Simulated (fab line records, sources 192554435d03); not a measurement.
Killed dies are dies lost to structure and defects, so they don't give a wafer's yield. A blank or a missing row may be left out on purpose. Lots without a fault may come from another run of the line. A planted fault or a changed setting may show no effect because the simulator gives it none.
Which tool did it? | flow n5_finfet | 22 lots, 66 wafers sampled, at 6 steps of a route of 1938

WHAT THE GAUGES READ, wafer by wafer
The record holds no reading of a measuring or inspecting step that can be judged against a usual standard deviation.

WHICH TOOL RAN EACH LOT (tool, then ch and the chambers of the sampled wafers, then the start)
lot  | N5_BEOL_M5_SPUTTER_48        | N5_BEOL_M5_SPUTTER_88        | N5_BEOL_M6_STRIP_67                | N5_BEOL_M6_STRIP_19                | N5_BEOL_M7_DESCUM_16               | N5_BEOL_M7_ETCH_61
L074 | pvd_sputter-03, day 9 07:43  | pvd_sputter-03, day 9 10:59  | rie_diel-03 ch 0,2,3, day 9 16:29  | rie_diel-01 ch 2,3, day 9 16:38    | rie_diel-02 ch 0,1,2, day 9 22:49  | rie_diel-02 ch 0,1,2, day 9 22:51
L075 | pvd_sputter-02, day 9 11:52  | pvd_sputter-02, day 9 15:07  | rie_diel-03 ch 0,1,3, day 9 18:51  | rie_diel-01 ch 0,1,2, day 9 19:01  | rie_diel-06 ch 1,3, day 10 01:26   | rie_diel-06 ch 1,3, day 10 01:29
L078 | pvd_sputter-03, day 11 09:11 | pvd_sputter-03, day 11 12:26 | rie_diel-03 ch 0,1,3, day 11 16:32 | rie_diel-01 ch 0,1,2, day 11 16:41 | rie_diel-04 ch 2,3, day 12 02:02   | rie_diel-04 ch 2,3, day 12 02:04
L077 | pvd_sputter-02, day 11 11:23 | pvd_sputter-02, day 11 14:38 | rie_diel-01 ch 1,2, day 11 19:34   | rie_diel-01 ch 0,1, day 11 19:43   | rie_diel-06 ch 0,2,3, day 12 05:19 | rie_diel-06 ch 0,2,3, day 12 05:21
L079 | pvd_sputter-02, day 12 06:28 | pvd_sputter-02, day 12 09:43 | rie_diel-03 ch 0,2, day 12 13:58   | rie_diel-01 ch 1,3, day 12 14:11   | rie_diel-04 ch 0,2,3, day 12 21:00 | rie_diel-04 ch 0,2,3, day 12 21:02
L080 | pvd_sputter-01, day 12 07:19 | pvd_sputter-01, day 12 10:35 | rie_diel-03 ch 0,2, day 12 14:16   | rie_diel-03 ch 0,2, day 12 14:40   | rie_diel-04 ch 0,1,3, day 13 00:37 | rie_diel-04 ch 0,1,3, day 13 00:40
L081 | pvd_sputter-03, day 12 13:45 | pvd_sputter-03, day 12 17:01 | rie_diel-01 ch 0,1,3, day 12 21:31 | rie_diel-05 ch 0,1,2, day 12 21:46 | rie_diel-04 ch 0,1,2, day 13 03:59 | rie_diel-04 ch 0,1,2, day 13 04:01
L082 | pvd_sputter-03, day 12 20:05 | pvd_sputter-03, day 12 23:21 | rie_diel-05 ch 0,1,2, day 13 04:07 | rie_diel-03 ch 1,2,3, day 13 04:21 | rie_diel-06 ch 1,2,3, day 13 11:55 | rie_diel-06 ch 1,2,3, day 13 11:57
L083 | pvd_sputter-02, day 13 01:10 | pvd_sputter-02, day 13 04:26 | rie_diel-05 ch 0,2,3, day 13 12:01 | rie_diel-05 ch 1,2, day 13 12:16   | rie_diel-06 ch 1,2, day 13 22:34   | rie_diel-06 ch 1,2, day 13 22:36
L084 | pvd_sputter-01, day 13 13:11 | pvd_sputter-01, day 13 16:27 | rie_diel-01 ch 0,1,2, day 13 22:59 | rie_diel-01 ch 1,2,3, day 13 23:08 | rie_diel-06 ch 0,2,3, day 14 08:38 | rie_diel-06 ch 0,2,3, day 14 08:40
L085 | pvd_sputter-03, day 13 17:19 | pvd_sputter-03, day 13 20:34 | rie_diel-01 ch 0,1,2, day 14 03:42 | rie_diel-03 ch 1,3, day 14 03:58   | rie_diel-04 ch 0,2, day 14 11:00   | rie_diel-04 ch 0,2, day 14 11:02
L087 | pvd_sputter-01, day 13 17:37 | pvd_sputter-01, day 13 20:53 | rie_diel-03 ch 0,2,3, day 14 03:53 | rie_diel-01 ch 0,1,2, day 14 04:03 | rie_diel-04 ch 0,1,2, day 14 11:46 | rie_diel-04 ch 0,1,2, day 14 11:48
L086 | pvd_sputter-03, day 13 22:58 | pvd_sputter-03, day 14 02:13 | rie_diel-05 ch 1,2, day 14 08:34   | rie_diel-01 ch 0,1,3, day 14 08:43 | rie_diel-06 ch 0,1,3, day 14 14:33 | rie_diel-06 ch 0,1,3, day 14 14:35
L076 | pvd_sputter-02, day 14 05:29 | pvd_sputter-02, day 14 08:44 | rie_diel-05 ch 0,3, day 14 15:08   | rie_diel-01 ch 0,1,3, day 14 15:25 | rie_diel-04 ch 1,2,3, day 14 22:10 | rie_diel-04 ch 1,2,3, day 14 22:12
L089 | pvd_sputter-03, day 14 08:34 | pvd_sputter-03, day 14 11:50 | rie_diel-05 ch 1,2, day 14 15:51   | rie_diel-05 ch 1,2,3, day 14 16:08 | rie_diel-06 ch 0,1, day 14 22:16   | rie_diel-06 ch 0,1, day 14 22:19
L090 | pvd_sputter-01, day 14 09:38 | pvd_sputter-01, day 14 12:54 | rie_diel-05 ch 0,2, day 14 18:37   | rie_diel-05 ch 0,1,3, day 14 18:52 | rie_diel-06 ch 0,1,3, day 15 04:34 | rie_diel-06 ch 0,1,3, day 15 04:37
L091 | pvd_sputter-02, day 15 02:35 | pvd_sputter-02, day 15 05:51 | rie_diel-01 ch 0,3, day 15 11:35   | rie_diel-05 ch 0,2,3, day 15 11:44 | rie_diel-04 ch 0,3, day 15 21:53   | rie_diel-04 ch 0,3, day 15 21:55
L088 | pvd_sputter-01, day 15 11:10 | pvd_sputter-01, day 15 14:26 | rie_diel-05 ch 1,2,3, day 15 18:56 | rie_diel-05 ch 2,3, day 15 19:05   | rie_diel-04 ch 0,2,3, day 16 01:40 | rie_diel-04 ch 0,2,3, day 16 01:41
L092 | pvd_sputter-02, day 15 12:29 | pvd_sputter-02, day 15 15:44 | rie_diel-01 ch 0,2,3, day 15 20:31 | rie_diel-03 ch 0,1,2, day 15 20:43 | rie_diel-04 ch 0,2,3, day 16 05:23 | rie_diel-04 ch 0,2,3, day 16 05:25
L094 | pvd_sputter-03, day 15 12:31 | pvd_sputter-03, day 15 15:47 | rie_diel-01 ch 0,2, day 15 20:50   | rie_diel-03 ch 0,1,2, day 15 21:01 | rie_diel-04 ch 0,1,2, day 16 05:38 | rie_diel-04 ch 0,1,2, day 16 05:40
L093 | pvd_sputter-01, day 15 15:36 | pvd_sputter-01, day 15 18:52 | rie_diel-05 ch 0,2,3, day 16 00:14 | rie_diel-05 ch 1,2, day 16 00:23   | rie_diel-06 ch 0,1,2, day 16 06:35 | rie_diel-06 ch 0,1,2, day 16 06:37
L097 | pvd_sputter-01, day 15 21:23 | pvd_sputter-01, day 16 00:38 | rie_diel-01 ch 2,3, day 16 06:01   | rie_diel-05 ch 0,1,2, day 16 06:10 | rie_diel-04 ch 0,2,3, day 16 15:14 | rie_diel-04 ch 0,2,3, day 16 15:16
- N5_BEOL_M5_SPUTTER_48: material Cu, target thk 15 nm, time 27.62 s.
- N5_BEOL_M5_SPUTTER_88: material Cu, target thk 15 nm, time 27.62 s.
- N5_BEOL_M6_STRIP_67: strips in CF4.
- N5_BEOL_M6_STRIP_19: strips in O2.
- N5_BEOL_M7_DESCUM_16: chemistry O2, time 7.9 s.
- N5_BEOL_M7_ETCH_61: etches SiARC in CF4, target depth 45.5 nm, time 75.8 s.

WHAT THE TOOLS THEMSELVES READ (means of the sampled wafers that have a number; where no wafer has one, the mark that the record gives instead)
N5_BEOL_M5_SPUTTER_48. Usual: throttle_valve_pct 30.2 %, standard deviation 0.73.
lot  | tool           | throttle_valve_pct (%) | flag
L074 | pvd_sputter-03 | 29.8                   |
L075 | pvd_sputter-02 | 30.5                   |
L078 | pvd_sputter-03 | 30.1                   |
L077 | pvd_sputter-02 | 29.9                   |
L079 | pvd_sputter-02 | 30.7                   |
L080 | pvd_sputter-01 | 30.7                   |
L081 | pvd_sputter-03 | 30.4                   |
L082 | pvd_sputter-03 | 29.8                   |
L083 | pvd_sputter-02 | 29.5                   |
L084 | pvd_sputter-01 | 30.4                   |
L085 | pvd_sputter-03 | 30.5                   |
L087 | pvd_sputter-01 | 29.9                   |
L086 | pvd_sputter-03 | 30.2                   |
L076 | pvd_sputter-02 | 30.0                   |
L089 | pvd_sputter-03 | 30.0                   |
L090 | pvd_sputter-01 | 30.4                   |
L091 | pvd_sputter-02 | 30.6                   |
L088 | pvd_sputter-01 | 30.5                   |
L092 | pvd_sputter-02 | 29.9                   |
L094 | pvd_sputter-03 | 30.4                   |
L093 | pvd_sputter-01 | 29.8                   |
L097 | pvd_sputter-01 | 30.0                   |

N5_BEOL_M5_SPUTTER_88. Usual: throttle_valve_pct 30.2 %, standard deviation 0.72.
lot  | tool           | throttle_valve_pct (%) | flag
L074 | pvd_sputter-03 | 29.9                   |
L075 | pvd_sputter-02 | 30.5                   |
L078 | pvd_sputter-03 | 30.0                   |
L077 | pvd_sputter-02 | 30.0                   |
L079 | pvd_sputter-02 | 30.5                   |
L080 | pvd_sputter-01 | 30.5                   |
L081 | pvd_sputter-03 | 30.2                   |
L082 | pvd_sputter-03 | 29.8                   |
L083 | pvd_sputter-02 | 29.5                   |
L084 | pvd_sputter-01 | 30.4                   |
L085 | pvd_sputter-03 | 30.6                   |
L087 | pvd_sputter-01 | 29.9                   |
L086 | pvd_sputter-03 | 30.2                   |
L076 | pvd_sputter-02 | 29.9                   |
L089 | pvd_sputter-03 | 30.1                   |
L090 | pvd_sputter-01 | 30.4                   |
L091 | pvd_sputter-02 | 30.4                   |
L088 | pvd_sputter-01 | 30.6                   |
L092 | pvd_sputter-02 | 29.9                   |
L094 | pvd_sputter-03 | 30.2                   |
L093 | pvd_sputter-01 | 29.9                   |
L097 | pvd_sputter-01 | 30.1                   |

N5_BEOL_M6_STRIP_67. Usual: drypump_motor_current_A 5.8 A, standard deviation 0.48; oes_product_au 0.81 a.u., standard deviation 0.078; power_w 299.8 W, standard deviation 0.82; rf_vpp_V 270.8 V, standard deviation 1.5; showerhead_plenum_p_Torr 1.78 Torr, standard deviation 0.059; throttle_valve_pct 13.59 %, standard deviation 0.23.
lot  | tool        | drypump_motor_current_A (A) | oes_product_au (a.u.) | power_w (W) | rf_vpp_V (V) | showerhead_plenum_p_Torr (Torr) | throttle_valve_pct (%) | flag
L074 | rie_diel-03 | 6.1                         | 0.78                  | 299.8       | 270.4        | 1.80                            | 13.81                  |
L075 | rie_diel-03 | 6.0                         | 0.79                  | 298.8       | 271.2        | 1.80                            | 13.70                  |
L078 | rie_diel-03 | 6.0                         | 0.87                  | 300.3       | 271.5        | 1.80                            | 13.55                  |
L077 | rie_diel-01 | 6.1                         | 0.76                  | 299.3       | 270.4        | 1.78                            | 13.45                  |
L079 | rie_diel-03 | 6.5                         | 0.80                  | 299.9       | 271.5        | 1.79                            | 13.69                  |
L080 | rie_diel-03 | 6.2                         | 0.80                  | 300.0       | 270.9        | 1.77                            | 13.67                  |
L081 | rie_diel-01 | 5.9                         | 0.76                  | 299.8       | 270.0        | 1.70                            | 13.54                  |
L082 | rie_diel-05 | 5.8                         | 0.80                  | 299.1       | 270.8        | 1.81                            | 13.61                  |
L083 | rie_diel-05 | 5.5                         | 0.80                  | 299.4       | 271.5        | 1.81                            | 13.54                  |
L084 | rie_diel-01 | 6.0                         | 0.74                  | 299.9       | 270.4        | 1.77                            | 13.63                  |
L085 | rie_diel-01 | 6.1                         | 0.74                  | 299.6       | 269.6        | 1.77                            | 13.63                  |
L087 | rie_diel-03 | 6.1                         | 0.84                  | 300.3       | 271.5        | 1.79                            | 13.68                  |
L086 | rie_diel-05 | 5.8                         | 0.77                  | 300.2       | 272.6        | 1.83                            | 13.76                  |
L076 | rie_diel-05 | 5.5                         | 0.84                  | 299.7       | 269.9        | 1.78                            | 13.34                  |
L089 | rie_diel-05 | 6.0                         | 0.81                  | 299.8       | 270.7        | 1.79                            | 13.61                  |
L090 | rie_diel-05 | 5.5                         | 0.77                  | 299.9       | 271.5        | 1.83                            | 13.68                  |
L091 | rie_diel-01 | 5.5                         | 0.72                  | 299.3       | 269.5        | 1.66                            | 13.68                  |
L088 | rie_diel-05 | 5.8                         | 0.80                  | 300.5       | 271.0        | 1.79                            | 13.56                  |
L092 | rie_diel-01 | 5.6                         | 0.81                  | 299.7       | 269.4        | 1.72                            | 13.58                  |
L094 | rie_diel-01 | 5.9                         | 0.81                  | 299.5       | 270.1        | 1.75                            | 13.65                  |
L093 | rie_diel-05 | 5.5                         | 0.78                  | 299.1       | 271.0        | 1.81                            | 13.60                  |
L097 | rie_diel-01 | 5.3                         | 0.87                  | 300.1       | 271.2        | 1.76                            | 13.41                  |

N5_BEOL_M6_STRIP_19. Usual: drypump_motor_current_A 5.9 A, standard deviation 0.49; oes_product_au 0.79 a.u., standard deviation 0.067; rf_vpp_V 3.6 V, standard deviation 0.55; showerhead_plenum_p_Torr 2.06 Torr, standard deviation 0.07; throttle_valve_pct 16.64 %, standard deviation 0.2.
lot  | tool        | drypump_motor_current_A (A) | oes_product_au (a.u.) | rf_vpp_V (V) | showerhead_plenum_p_Torr (Torr) | throttle_valve_pct (%) | flag
L074 | rie_diel-01 | 5.3                         | 0.71                  | 3.8          | 2.07                            | 16.71                  |
L075 | rie_diel-01 | 6.0                         | 0.77                  | 3.7          | 2.07                            | 16.64                  |
L078 | rie_diel-01 | 6.0                         | 0.76                  | 3.9          | 2.07                            | 16.67                  |
L077 | rie_diel-01 | 6.3                         | 0.78                  | 3.3          | 2.02                            | 16.67                  |
L079 | rie_diel-01 | 6.0                         | 0.79                  | 3.3          | 2.00                            | 16.46                  |
L080 | rie_diel-03 | 6.5                         | 0.81                  | 3.8          | 2.08                            | 16.77                  |
L081 | rie_diel-05 | 5.7                         | 0.81                  | 4.0          | 2.10                            | 16.63                  |
L082 | rie_diel-03 | 6.3                         | 0.85                  | 3.4          | 2.13                            | 16.69                  |
L083 | rie_diel-05 | 5.8                         | 0.77                  | 3.8          | 2.13                            | 16.79                  |
L084 | rie_diel-01 | 5.6                         | 0.73                  | 3.4          | 2.03                            | 16.62                  |
L085 | rie_diel-03 | 5.9                         | 0.87                  | 3.5          | 2.14                            | 16.70                  |
L087 | rie_diel-01 | 6.0                         | 0.74                  | 3.4          | 2.06                            | 16.70                  |
L086 | rie_diel-01 | 5.9                         | 0.75                  | 3.9          | 1.98                            | 16.63                  |
L076 | rie_diel-01 | 5.9                         | 0.75                  | 3.5          | 1.98                            | 16.63                  |
L089 | rie_diel-05 | 5.8                         | 0.81                  | 3.2          | 2.09                            | 16.60                  |
L090 | rie_diel-05 | 5.7                         | 0.84                  | 4.0          | 2.06                            | 16.45                  |
L091 | rie_diel-05 | 5.5                         | 0.77                  | 3.3          | 2.10                            | 16.60                  |
L088 | rie_diel-05 | 5.6                         | 0.79                  | 3.5          | 2.08                            | 16.57                  |
L092 | rie_diel-03 | 6.4                         | 0.79                  | 3.2          | 2.08                            | 16.67                  |
L094 | rie_diel-03 | 6.4                         | 0.79                  | 3.7          | 2.08                            | 16.69                  |
L093 | rie_diel-05 | 6.0                         | 0.81                  | 3.7          | 2.08                            | 16.68                  |
L097 | rie_diel-05 | 5.7                         | 0.78                  | 3.6          | 2.09                            | 16.68                  |

N5_BEOL_M7_DESCUM_16. Usual: drypump_motor_current_A 5.5 A, standard deviation 0.38; oes_product_au 0.80 a.u., standard deviation 0.1; rf_vpp_V 243.0 V, standard deviation 1.6; showerhead_plenum_p_Torr 2.09 Torr, standard deviation 0.082; throttle_valve_pct 20.46 %, standard deviation 0.26.
lot  | tool        | drypump_motor_current_A (A) | oes_product_au (a.u.) | rf_vpp_V (V) | showerhead_plenum_p_Torr (Torr) | throttle_valve_pct (%) | flag
L074 | rie_diel-02 | 5.7                         | 0.80                  | 242.8        | 2.05                            | 20.22                  |
L075 | rie_diel-06 | 5.5                         | 0.74                  | 241.7        | 2.01                            | 20.75                  |
L078 | rie_diel-04 | 5.5                         | 0.68                  | 244.1        | 2.09                            | 20.61                  |
L077 | rie_diel-06 | 5.2                         | 0.76                  | 241.8        | 2.08                            | 20.60                  |
L079 | rie_diel-04 | 5.5                         | 0.75                  | 243.6        | 2.10                            | 20.52                  |
L080 | rie_diel-04 | 5.9                         | 0.84                  | 243.7        | 2.12                            | 20.40                  |
L081 | rie_diel-04 | 5.8                         | 0.85                  | 243.7        | 2.16                            | 20.39                  |
L082 | rie_diel-06 | 5.4                         | 0.70                  | 243.2        | 2.05                            | 20.63                  |
L083 | rie_diel-06 | 5.4                         | 0.70                  | 243.5        | 2.10                            | 20.49                  |
L084 | rie_diel-06 | 5.1                         | 0.73                  | 241.9        | 2.07                            | 20.63                  |
L085 | rie_diel-04 | 5.5                         | 0.80                  | 242.9        | 2.10                            | 20.43                  |
L087 | rie_diel-04 | 5.8                         | 0.83                  | 243.9        | 2.15                            | 20.39                  |
L086 | rie_diel-06 | 5.3                         | 0.74                  | 241.9        | 2.01                            | 20.58                  |
L076 | rie_diel-04 | 5.7                         | 0.86                  | 244.8        | 2.15                            | 20.37                  |
L089 | rie_diel-06 | 5.1                         | 0.77                  | 241.9        | 2.02                            | 20.36                  |
L090 | rie_diel-06 | 5.3                         | 0.73                  | 241.9        | 2.01                            | 20.58                  |
L091 | rie_diel-04 | 5.7                         | 0.91                  | 241.4        | 2.05                            | 20.27                  |
L088 | rie_diel-04 | 5.5                         | 0.82                  | 242.9        | 2.09                            | 20.40                  |
L092 | rie_diel-04 | 5.6                         | 0.82                  | 242.8        | 2.09                            | 20.42                  |
L094 | rie_diel-04 | 5.8                         | 0.80                  | 244.1        | 2.15                            | 20.43                  |
L093 | rie_diel-06 | 5.2                         | 0.92                  | 243.7        | 2.14                            | 20.17                  |
L097 | rie_diel-04 | 5.6                         | 0.82                  | 243.5        | 2.09                            | 20.41                  |

N5_BEOL_M7_ETCH_61. Usual: drypump_motor_current_A 5.5 A, standard deviation 0.38; etch_rf_on_time_s 75.5 s, standard deviation 2.5; oes_product_au 0.68 a.u., standard deviation 0.092; rf_vpp_V 184.0 V, standard deviation 1.2; showerhead_plenum_p_Torr 2.13 Torr, standard deviation 0.083; throttle_valve_pct 15.56 %, standard deviation 0.25.
lot  | tool        | drypump_motor_current_A (A) | etch_rf_on_time_s (s) | oes_product_au (a.u.) | rf_vpp_V (V) | showerhead_plenum_p_Torr (Torr) | throttle_valve_pct (%) | flag
L074 | rie_diel-02 | 5.7                         | 77.4                  | 0.67                  | 183.6        | 2.11                            | 15.46                  |
L075 | rie_diel-06 | 5.5                         | 74.6                  | 0.63                  | 183.3        | 2.05                            | 15.83                  |
L078 | rie_diel-04 | 5.5                         | 75.2                  | 0.59                  | 183.2        | 2.13                            | 15.78                  |
L077 | rie_diel-06 | 5.1                         | 76.8                  | 0.64                  | 183.3        | 2.11                            | 15.66                  |
L079 | rie_diel-04 | 5.5                         | 75.5                  | 0.65                  | 184.2        | 2.13                            | 15.63                  |
L080 | rie_diel-04 | 5.9                         | 72.7                  | 0.73                  | 184.1        | 2.16                            | 15.51                  |
L081 | rie_diel-04 | 5.7                         | 74.9                  | 0.73                  | 184.2        | 2.20                            | 15.48                  |
L082 | rie_diel-06 | 5.4                         | 74.7                  | 0.61                  | 183.8        | 2.09                            | 15.80                  |
L083 | rie_diel-06 | 5.3                         | 74.5                  | 0.60                  | 184.8        | 2.14                            | 15.73                  |
L084 | rie_diel-06 | 5.2                         | 76.4                  | 0.63                  | 183.9        | 2.10                            | 15.71                  |
L085 | rie_diel-04 | 5.6                         | 76.9                  | 0.68                  | 183.9        | 2.13                            | 15.49                  |
L087 | rie_diel-04 | 5.8                         | 75.5                  | 0.71                  | 185.3        | 2.19                            | 15.50                  |
L086 | rie_diel-06 | 5.3                         | 76.0                  | 0.64                  | 182.6        | 2.05                            | 15.68                  |
L076 | rie_diel-04 | 5.7                         | 75.1                  | 0.74                  | 184.8        | 2.19                            | 15.48                  |
L089 | rie_diel-06 | 5.2                         | 77.3                  | 0.66                  | 184.1        | 2.06                            | 15.46                  |
L090 | rie_diel-06 | 5.3                         | 77.3                  | 0.63                  | 182.9        | 2.05                            | 15.68                  |
L091 | rie_diel-04 | 5.7                         | 74.5                  | 0.78                  | 182.9        | 2.09                            | 15.34                  |
L088 | rie_diel-04 | 5.6                         | 75.4                  | 0.71                  | 183.3        | 2.13                            | 15.49                  |
L092 | rie_diel-04 | 5.5                         | 76.1                  | 0.71                  | 183.5        | 2.12                            | 15.50                  |
L094 | rie_diel-04 | 5.8                         | 75.0                  | 0.69                  | 184.2        | 2.19                            | 15.54                  |
L093 | rie_diel-06 | 5.3                         | 74.6                  | 0.78                  | 184.8        | 2.18                            | 15.27                  |
L097 | rie_diel-04 | 5.5                         | 75.8                  | 0.70                  | 184.5        | 2.12                            | 15.50                  |

THE ANSWER, worked out from the rows above alone
Rule: a lot is off if the mean of its wafers that have a number lies more than 3 standard deviations from the usual mean. A lot without any number at a reading at which 4 lots or more have one is off too. The other lots that the step has rows for count as sound. The gauges are gone through in route order, then the tools' own readings, and for those a lot's mean is taken as printed above. The first step at which some lot is off is used, and at that step the reading that is off furthest; a lot without a number counts as furthest.
No lot is off at any reading shown: from this, nothing can be told.

WHAT THE SIMULATOR HAD PUT IN
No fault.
